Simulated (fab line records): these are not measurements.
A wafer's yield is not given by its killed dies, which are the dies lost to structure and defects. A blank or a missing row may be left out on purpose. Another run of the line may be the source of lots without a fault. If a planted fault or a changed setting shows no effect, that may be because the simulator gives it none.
Matching of chambers | flow n5_finfet | pecvd-01 running N5_BEOL_M7_DEP_56: 3 sister chambers
The step deposits SiCN from 3MS/NH3, target thk 10 nm, time 17.5 s. 3 wafers are shown with their chamber, then 7 later ones without.

## WAFERS PAIRED WITH THEIR CHAMBERS
wafer  | chamber | throttle_valve_pct (%)
L080.1 | 2       | 7.9
L091.1 | 0       | 8.8
L091.2 | 1       | 8.4

## WAFERS MISSING THEIR CHAMBER
wafer  | throttle_valve_pct (%)
L091.4 | 8.9
L093.2 | 8.7
L093.4 | 8.3
L093.6 | 8.7
L097.1 | 8.1
L097.3 | 8.3
L097.6 | 8.6

## CHAMBER TAKEN BY EACH
wafer  | from the rows above     | in truth
L091.4 | 0                       | 0
L093.2 | can't be placed: 0 or 1 | 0
L093.4 | 1                       | 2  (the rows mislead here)
L093.6 | can't be placed: 0 or 1 | 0
L097.1 | can't be placed: 2 or 1 | 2
L097.3 | 1                       | 1
L097.6 | can't be placed: 1 or 0 | 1
2 of 7 placed correctly. Cannot be placed on the basis of these rows: 4; the candidates contain the true chamber in 4. Placed wrongly: 1.
How it was worked out, from the rows above alone: a wafer's distance from a chamber is the root of the sum, over the readings, of the square of ((its reading less the chamber's mean) divided by the reading's scatter). The wafer belongs to the nearest chamber; if the next one is less than 2 further off, it can't be placed. Each chamber's mean is taken over the wafers shown for it. The scatter: root of mean squared gap, hidden wafer to nearest shown wafer, with one shown wafer a chamber.
